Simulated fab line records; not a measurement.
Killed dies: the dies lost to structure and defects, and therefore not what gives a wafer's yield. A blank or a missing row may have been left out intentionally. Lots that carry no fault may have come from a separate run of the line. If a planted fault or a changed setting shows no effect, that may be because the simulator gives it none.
Matching of chambers | flow n5_finfet | N5_HKMG_FIN_ETCH_67 on rie_diel-03 has 4 sister chambers
The step etches SOC in N2/H2, stops on TiN, target depth 388.9 nm. 20 wafers are shown with their chamber, then 10 later ones without.

== WAFERS, EACH WITH ITS CHAMBER ==
wafer  | chamber | drypump_motor_current_A (A) | showerhead_plenum_p_Torr (Torr) | throttle_valve_pct (%)
L076.2 | 1       | 5.79                        | 2.46                            | 17.85
L076.4 | 2       | 5.99                        | 2.65                            | 17.76
L076.6 | 0       | 5.55                        | 2.51                            | 17.67
L077.2 | 2       | 6.00                        | 2.65                            | 17.79
L077.3 | 1       | 5.80                        | 2.45                            | 17.88
L077.5 | 0       | 5.54                        | 2.51                            | 17.68
L079.4 | 0       | 5.54                        | 2.51                            | 17.68
L079.5 | 2       | 6.01                        | 2.65                            | 17.80
L079.6 | 1       | 5.80                        | 2.45                            | 17.87
L088.2 | 2       | 5.99                        | 2.64                            | 17.81
L088.5 | 0       | 5.55                        | 2.50                            | 17.69
L088.6 | 1       | 5.79                        | 2.45                            | 17.90
L091.3 | 3       | 5.66                        | 2.42                            | 17.55
L091.4 | 2       | 5.97                        | 2.64                            | 17.82
L091.5 | 2       | 5.96                        | 2.64                            | 17.83
L092.2 | 3       | 5.66                        | 2.42                            | 17.55
L092.3 | 1       | 5.80                        | 2.44                            | 17.92
L092.5 | 0       | 5.54                        | 2.50                            | 17.73
L093.1 | 3       | 5.66                        | 2.42                            | 17.56
L093.2 | 2       | 5.98                        | 2.64                            | 17.84

SIGNATURES (means of the wafers above)
reading                  | chamber 0 | chamber 1 | chamber 2 | chamber 3 | scatter within a chamber
drypump_motor_current_A  | 5.5440    | 5.7960    | 5.9857    | 5.6600    | 0.0112
showerhead_plenum_p_Torr | 2.5060    | 2.4500    | 2.6443    | 2.4200    | 0.00554
throttle_valve_pct       | 17.6900   | 17.8840   | 17.8071   | 17.5533   | 0.0244
Rule: a wafer's distance from a chamber is the root of the sum, over the readings, of the square of ((its reading less the chamber's mean) divided by the reading's scatter). The wafer belongs to the nearest chamber; if the next one is less than 2 further off, it can't be placed. The scatter: the root of (the sum of the squares of (reading less its chamber's mean) over the shown wafers, divided by (wafers less chambers)).

== WAFERS WITHOUT THEIR CHAMBER ==
wafer  | drypump_motor_current_A (A) | showerhead_plenum_p_Torr (Torr) | throttle_valve_pct (%)
L093.3 | 5.78                        | 2.44                            | 17.91
L093.4 | 5.53                        | 2.49                            | 17.72
L093.5 | 5.77                        | 2.44                            | 17.92
L093.6 | 5.98                        | 2.64                            | 17.83
L095.1 | 5.63                        | 2.42                            | 17.57
L095.2 | 5.99                        | 2.63                            | 17.84
L095.3 | 5.78                        | 2.44                            | 17.92
L095.4 | 5.53                        | 2.49                            | 17.75
L095.5 | 5.78                        | 2.44                            | 17.94
L095.6 | 5.98                        | 2.63                            | 17.84

== CHAMBER TAKEN BY EACH ==
wafer  | from the rows above | in truth
L093.3 | 1                   | 1
L093.4 | 0                   | 0
L093.5 | 1                   | 1
L093.6 | 2                   | 2
L095.1 | 3                   | 3
L095.2 | 2                   | 2
L095.3 | 1                   | 1
L095.4 | 0                   | 0
L095.5 | 1                   | 1
L095.6 | 2                   | 2
Correct placement for 10 of the 10. Not placeable from these rows: 0. 0 placed wrongly.
